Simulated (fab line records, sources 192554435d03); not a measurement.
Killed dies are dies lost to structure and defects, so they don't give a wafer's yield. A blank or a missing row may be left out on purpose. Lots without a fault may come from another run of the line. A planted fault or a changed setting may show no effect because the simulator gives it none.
fab line records | flow n5_finfet
record lots=10 wafers=30 last_day=18
route steps=1938 shown BEOL_M1@838 BEOL_M2@844 BEOL_M4@1111
lots that met no fault: from a run of the same line without faults
start_h: hours from the record's first day to the start of the lot's first wafer shown | wait_h: hours since the lot's step before | " the same as in the row above | L1.1+2: a row that stands for several wafers | - no value, or no start given | * or withheld: withheld | < > ~ a bound
route shown NAME@n: a module of which the file shows steps, and the number in the route of the first | usual: mean/standard deviation of fault-free wafers | same: alike in all rows | chamber/n: place in a boat | sites: the reading at each site | _std_site: their standard deviation | _edge_site: outer sites' mean less inner sites' | radius_mm: how far each site lies from the wafer's centre | mask NAME#n: copy n | behind: the tool/chamber that last shaped the wafer | hold: why the lot was held/for how many hours/how that ended | device: the transistor (n, p or np) that didn't switch | end of line: the same wafers' tests at the end of the route | a step without rows: its recipe alone | killed: dies lost to structure and defects at the first sort, not the wafer's yield | map: a wafer's dies, x killed, . not, _ none there
set.NAME: the setting as run; set.NAME@STEP: as run at that earlier step | model.NAME: the simulator's own value behind a step, which no gauge read
steps of the route over a sample of lots; a table a step, a row a wafer
services: from which hour (start_h, from the record's first day; less than 0 if before it) a tool's chamber was out of use, for how many hours, and why
## steps
# step N5_BEOL_M1_DEP_57
# recipe material=SiCN target_thk_a=80 temp_c=withheld precursor=3MS/NH3 pressure_torr=3 rf_w=202 time_s=14
# usual showerhead_plenum_p_Torr=3.661/0.013 throttle_valve_pct=9.0/0.42
# same time_s=14
# columns lot.wafer tool chamber start_h wait_h showerhead_plenum_p_Torr throttle_valve_pct
L145.1 pecvd-02 1 132.15 0.0 3.669 9.3
L145.2 " 2 " " 3.649 9.2
L145.5 " 2 " " 3.650 9.2
L146.1 pecvd-02 0 135.85 0.0 3.656 9.2
L146.2 " 2 " " 3.641 9.2
L146.3 " 1 " " 3.667 9.2
L147.3 pecvd-02 1 146.85 0.0 3.671 9.1
L147.4 " 2 " " 3.646 9.0
L147.6 " 1 " " 3.666 9.1
L148.4 pecvd-02 0 161.02 0.0 3.659 8.9
L148.5 " 1 " " 3.655 9.2
L148.6 " 2 " " 3.650 9.3
L150.2 pecvd-01 1 165.41 0.0 3.660 8.8
L150.4 " 2 " " 3.674 9.1
L150.6 " 1 " " 3.649 8.8
L151.1 pecvd-02 1 167.72 0.0 3.661 9.5
L151.4 " 2 " " 3.638 9.3
L151.5 " 0 " " 3.660 9.2
L152.3 pecvd-01 0 176.31 0.0 3.646 9.7
L152.5 " 1 " " 3.650 8.8
L152.6 " 0 " " 3.652 9.8
L160.2 pecvd-03 0 238.03 0.0 3.681 8.9
L160.3 " 1 " " 3.684 9.0
L160.6 " 0 " " 3.681 8.7
L163.3 pecvd-02 2 241.45 0.0 3.629 8.4
L163.4 " 1 " " 3.668 8.9
L163.6 " 0 " " 3.659 9.3
L168.1 pecvd-03 1 276.28 0.0 3.679 9.2
L168.2 " 2 " " 3.664 7.8
L168.4 " 1 " " 3.682 8.9
# step N5_BEOL_M1_INSPECT_59
# recipe inspect_instrument=darkfield mode=post_dep
# usual raw_defect_count=76/23
# columns lot.wafer tool chamber start_h wait_h raw_defect_count
L145.1 defect_inspect-02 - 132.24 0.0 122
L145.2 " - " " 114
L145.5 " - " " 112
L146.1 defect_inspect-01 - 135.94 0.0 84
L146.2 " - " " 105
L146.3 " - " " 66
L147.3 defect_inspect-01 - 146.94 0.0 42
L147.4 " - " " 88
L147.6 " - " " 68
L148.4 defect_inspect-02 - 161.10 0.0 65
L148.5 " - " " 118
L148.6 " - " " 104
L150.2 defect_inspect-01 - 165.50 0.0 58
L150.4 " - " " 60
L150.6 " - " " 74
L151.1 defect_inspect-01 - 167.81 0.0 103
L151.4 " - " " 70
L151.5 " - " " 52
L152.3 defect_inspect-02 - 176.40 0.0 131
L152.5 " - " " 65
L152.6 " - " " 70
L160.2 defect_inspect-01 - 238.12 0.0 120
L160.3 " - " " 62
L160.6 " - " " 102
L163.3 defect_inspect-01 - 241.55 0.0 76
L163.4 " - " " 62
L163.6 " - " " 82
L168.1 defect_inspect-02 - 276.37 0.0 82
L168.2 " - " " 47
L168.4 " - " " 72
# step N5_BEOL_M2_HM_DEP_02
# recipe material=TiN target_thk_a=200 temp_c=25 chamber_pressure_pa=0.49996
# usual throttle_valve_pct=30.3/0.43
# columns lot.wafer tool chamber start_h wait_h throttle_valve_pct
L145.1 pvd_sputter-01 - 132.54 0.1 29.4
L145.2 " - " " 30.6
L145.5 " - " " 31.0
L146.1 pvd_sputter-03 - 136.18 0.1 30.5
L146.2 " - " " 29.9
L146.3 " - " " 30.3
L147.3 pvd_sputter-01 - 147.79 0.7 30.5
L147.4 " - " " 30.6
L147.6 " - " " 30.4
L148.4 pvd_sputter-01 - 163.65 2.4 30.2
L148.5 " - " " 30.4
L148.6 " - " " 29.6
L150.2 pvd_sputter-01 - 166.02 0.4 30.2
L150.4 " - " " 29.4
L150.6 " - " " 30.7
L151.1 pvd_sputter-01 - 169.73 1.7 30.8
L151.4 " - " " 30.7
L151.5 " - " " 29.7
L152.3 pvd_sputter-01 - 176.80 0.2 29.8
L152.5 " - " " 30.7
L152.6 " - " " 30.7
L160.2 pvd_sputter-01 - 240.11 1.8 30.3
L160.3 " - " " 30.2
L160.6 " - " " 30.4
L163.3 pvd_sputter-03 - 243.65 1.9 29.7
L163.4 " - " " 30.4
L163.6 " - " " 30.4
L168.1 pvd_sputter-03 - 277.18 0.7 30.7
L168.2 " - " " 30.1
L168.4 " - " " 30.1
# step N5_BEOL_M2_COAT_76
# recipe resist=underlayer temp_c=205 time_s=60 spin_rpm=1500 resist_thk_nm=5
# usual spin_speed_rpm=1500.1/1
# same time_s=60
# columns lot.wafer tool chamber start_h wait_h spin_speed_rpm
L145.1 litho_track-03 0 133.64 - 1500.8
L145.2 " 0 " " 1501.3
L145.5 " 0 " " 1500.7
L146.1 litho_track-04 0 137.18 - 1500.9
L146.2 " 0 " " 1500.6
L146.3 " 0 " " 1499.8
L147.3 litho_track-02 0 150.74 - 1497.2
L147.4 " 0 " " 1499.3
L147.6 " 0 " " 1499.1
L148.4 litho_track-02 0 164.84 - 1500.9
L148.5 " 0 " " 1498.8
L148.6 " 0 " " 1501.2
L150.2 litho_track-02 0 167.55 - 1464.1
L150.4 " 0 " " 1466.8
L150.6 " 0 " " 1462.4
L151.1 litho_track-03 0 170.92 - 1501.6
L151.4 " 0 " " 1500.8
L151.5 " 0 " " 1500.8
L152.3 litho_track-02 0 178.01 - 1462.0
L152.5 " 0 " " 1464.2
L152.6 " 0 " " 1463.5
L160.2 litho_track-04 0 241.89 - 1499.4
L160.3 " 0 " " 1499.7
L160.6 " 0 " " 1499.9
L163.3 litho_track-03 0 244.72 - 1500.9
L163.4 " 0 " " 1499.8
L163.6 " 0 " " 1499.8
L168.1 litho_track-03 0 278.24 - 1499.5
L168.2 " 0 " " 1498.6
L168.4 " 0 " " 1499.5
# step N5_BEOL_M4_RC_MEAS_101
# usual DIBL_N=36.5/1.4 DIBL_P=36.5/1.6 IOFF_N=0.163/0.022 IOFF_P=0.219/0.029 ION_N=675/8.3 ION_P=464/6.2 SS_N=71.5/0.52 SS_P=73.4/0.57 VT_N=249.7/2.6 VT_P=-250/3
# columns lot.wafer tool chamber start_h wait_h DIBL_N[mV/V] DIBL_P[mV/V] IOFF_N[nA/um] IOFF_P[nA/um] ION_N[uA/um] ION_P[uA/um] SS_N[mV/dec] SS_P[mV/dec] VT_N[mV] VT_P[mV]
L145.1 prober-02 0 164.98 0.4 35.8 35.3 0.140 0.185 661 459 71.2 72.5 250.8 -250
L145.2 " 0 " " 38.3 37.5 0.177 0.224 671 462 72.1 73.1 248.6 -247
L145.5 " 0 " " 36.7 37.0 0.152 0.201 670 465 71.2 72.9 249.0 -249
L146.1 prober-01 0 171.17 0.0 38.3 37.0 0.170 0.252 673 472 71.9 73.3 252.2 -249
L146.2 " 0 " " 36.7 34.9 0.139 0.215 661 462 71.2 73.9 254.3 -248
L146.3 " 0 " " 36.8 34.5 0.136 0.199 669 468 70.9 73.2 253.8 -249
L147.3 prober-01 0 183.48 0.3 37.4 38.1 0.189 0.216 673 455 72.7 73.7 247.7 -251
L147.4 " 0 " " 34.2 34.8 0.134 0.174 666 453 71.4 73.3 251.4 -255
L147.6 " 0 " " 36.5 38.0 0.174 0.213 676 461 72.3 73.4 250.6 -251
L148.4 prober-02 0 196.10 0.5 35.5 37.1 0.148 0.205 671 465 71.2 73.5 253.1 -252
L148.5 " 0 " " 36.6 38.6 0.168 0.224 675 460 71.8 73.5 249.6 -252
L148.6 " 0 " " 34.2 34.9 0.125 0.172 659 456 70.9 72.6 253.6 -254
L150.2 prober-02 0 201.75 0.2 35.2 34.1 0.142 0.178 667 462 71.2 73.3 253.4 -255
L150.4 " 0 " " 37.9 36.5 0.191 0.215 691 463 72.1 73.6 248.8 -253
L150.6 " 0 " " 36.1 35.4 0.153 0.193 671 459 71.2 73.2 251.1 -253
L151.1 prober-02 0 208.24 0.0 33.4 33.0 0.120 0.162 675 459 71.2 72.3 252.0 -251
L151.4 " 0 " " 35.9 36.4 0.169 0.212 688 473 72.3 73.6 247.8 -249
L151.5 " 0 " " 33.5 33.4 0.123 0.164 666 457 71.3 72.5 251.7 -254
L152.3 prober-01 0 213.32 0.3 36.9 36.2 0.172 0.197 666 454 72.1 73.3 251.5 -250
L152.5 " 0 " " 35.8 35.2 0.154 0.188 666 454 70.6 73.4 250.5 -251
L152.6 " 0 " " 36.2 36.4 0.173 0.200 682 462 71.4 73.0 249.3 -251
L160.2 prober-01 0 279.40 0.2 38.6 37.1 0.181 0.226 682 462 72.3 73.7 246.5 -251
L160.3 " 0 " " 38.1 36.5 0.173 0.205 678 456 72.3 73.7 248.6 -253
L160.6 " 0 " " 38.4 36.5 0.177 0.205 665 450 71.2 73.2 249.0 -254
L163.3 prober-01 0 283.00 0.3 37.9 38.8 0.177 0.227 684 464 71.6 73.8 247.7 -250
L163.4 " 0 " " 38.4 39.5 0.187 0.243 682 465 71.8 74.3 247.3 -249
L163.6 " 0 " " 39.1 39.8 0.197 0.247 685 468 71.8 74.1 247.4 -246
L168.1 prober-02 0 316.72 0.0 36.6 35.7 0.149 0.218 661 460 71.8 73.4 251.6 -250
L168.2 " 0 " " 37.2 36.7 0.164 0.243 665 458 72.8 73.9 250.0 -248
L168.4 " 0 " " 34.9 33.8 0.132 0.196 667 467 71.7 72.7 254.0 -251
## services
# columns tool chamber start_h hours kind
pecvd-02 1 114.91 3.9 repair
pecvd-02 - 115.03 2.8 pm
pecvd-03 1 122.13 5.5 scheduled_down
pecvd-02 - 126.84 1.8 repair
pvd_sputter-01 - 141.96 1.9 repair
pecvd-01 2 153.56 4.9 repair
pecvd-02 - 153.91 0.3 repair
pecvd-01 1 155.27 2.1 scheduled_down
pecvd-03 1 194.71 2.1 scheduled_down
pecvd-02 2 202.40 - clean
pecvd-02 2 202.40 - consumable_replace:showerhead
pecvd-02 2 202.40 29.0 scheduled_down
pecvd-02 2 202.40 29.0 vent_cycle
pecvd-03 0 229.88 2.1 scheduled_down
litho_track-03 - 230.39 - consumable_replace:filter
pecvd-01 2 244.65 5.5 scheduled_down
litho_track-02 - 247.41 - consumable_replace:filter
pecvd-01 - 256.49 0.9 repair
pecvd-03 2 257.80 5.5 scheduled_down
pecvd-01 0 266.89 2.1 scheduled_down
## key
first_sign step=N5_BEOL_M2_COAT_76 reading=spin_speed_rpm direction=down sigmas=36 usual=* struck=*
effect none on later readings
met_at N5_BEOL_M2_COAT_76
struck_lots L150,L152
not_acting_at N5_BEOL_M1_DEP_57,N5_BEOL_M1_INSPECT_59,N5_BEOL_M2_HM_DEP_02
onset_between 164.84 167.55
fault kind=process_parameter_drift tool=litho_track-02 chamber=- onset_h=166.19 steps=N5_BEOL_M2_COAT_76 channel=spin_rpm offset=* shape=step end_h=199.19 acts_in=* stated=*
